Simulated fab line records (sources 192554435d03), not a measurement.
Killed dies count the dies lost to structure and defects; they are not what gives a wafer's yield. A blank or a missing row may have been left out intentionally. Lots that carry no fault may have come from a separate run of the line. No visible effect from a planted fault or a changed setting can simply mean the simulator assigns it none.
2 desks, one fault | flow n5Finfet | each desk has only its own numbers; what lay behind them comes last

== THE METROLOGY DESK ==
Lot by lot, what the gauges showed, no matter which tool ran the lot: averages of those sampled wafers that carry a number. Any lot whose mean is over 4 standard deviations away from the usual mean is out of limits and marked OUT; that distance is given in the brackets. Shown here are 7 of its 10 readings, the ones lying furthest out on some lot.
Columns: A = DIBL_N at N5_BEOL_M4_RC_MEAS_101, usual 36.3 mV/V; B = DIBL_P at N5_BEOL_M4_RC_MEAS_101, usual 36.4 mV/V; C = IOFF_P at N5_BEOL_M4_RC_MEAS_101, usual 0.22 nA/um; D = ION_P at N5_BEOL_M4_RC_MEAS_101, usual 463 uA/um; E = SS_P at N5_BEOL_M4_RC_MEAS_101, usual 73.3 mV/dec; F = VT_N at N5_BEOL_M4_RC_MEAS_101, usual 250 mV; G = VT_P at N5_BEOL_M4_RC_MEAS_101, usual -250 mV
lot  | first seen here | A    | B    | C    | D   | E    | F   | G
L142 | day 10 02:59    | 36.9 | 36.8 | 0.21 | 465 | 73.6 | 249 | -249
L139 | day 10 11:23    | 34.2 | 34.1 | 0.20 | 466 | 72.8 | 252 | -250
L145 | day 11 12:28    | 37.0 | 39.2 | 0.27 | 476 | 74.2 | 248 | -247
L146 | day 11 14:42    | 38.2 | 38.7 | 0.32 | 478 | 73.7 | 248 | -242
L147 | day 11 17:00    | 36.7 | 37.2 | 0.20 | 460 | 73.3 | 249 | -252
L154 | day 13 21:56    | 35.4 | 34.8 | 0.21 | 466 | 73.0 | 250 | -249
L158 | day 14 09:46    | 36.1 | 37.1 | 0.26 | 471 | 73.0 | 245 | -245
L159 | day 15 14:51    | 35.8 | 35.0 | 0.18 | 458 | 73.0 | 254 | -252
L160 | day 15 18:29    | 36.9 | 37.8 | 0.19 | 458 | 73.3 | 250 | -252
L161 | day 16 21:25    | 36.2 | 35.5 | 0.22 | 461 | 72.9 | 250 | -250
This desk found nothing out of limits on any of the 10 lots.

== THE DEFECT DESK ==
What the inspections along the route counted, lot by lot: means of the sampled wafers that have a number. Any lot whose mean is over 4 standard deviations away from the usual mean is out of limits and marked OUT; that distance is given in the brackets.
Columns: A = rawDefectCount at N5_BEOL_M2_INSPECT_59, usual 76
lot  | first seen here | A
L142 | day 8 05:51     | 59
L139 | day 8 10:46     | 70
L145 | day 9 04:20     | 59
L146 | day 9 11:37     | 297 (+7.4) OUT
L147 | day 9 13:20     | 299 (+7.4) OUT
L154 | day 11 22:17    | 63
L158 | day 12 18:17    | 72
L159 | day 12 23:08    | 104
L160 | day 12 23:16    | 96
L161 | day 13 16:38    | 141
This desk's verdict: out of limits on L146, L147, starting with L146 at day 9 11:37 (rawDefectCount at N5_BEOL_M2_INSPECT_59). L142, L139, L145, L154, L158, L159, L160, L161: within limits.

== PUT TOGETHER ==
The defect desk could have raised an alarm at day 9 11:37, on L146, L147.
The metrology desk saw nothing out of limits.
The metrology desk has L146, L147 on record, within its limits.
Every lot named ran N5_BEOL_M2_PRE_CLEAN_56 on pecvd-04.

== WHAT THE SIMULATOR PUT IN ==
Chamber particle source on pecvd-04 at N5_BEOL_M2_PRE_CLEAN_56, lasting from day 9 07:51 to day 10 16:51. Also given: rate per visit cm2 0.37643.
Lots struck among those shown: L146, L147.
Hours from the fault's start to each desk's first reading out of limits: the defect desk, 4.
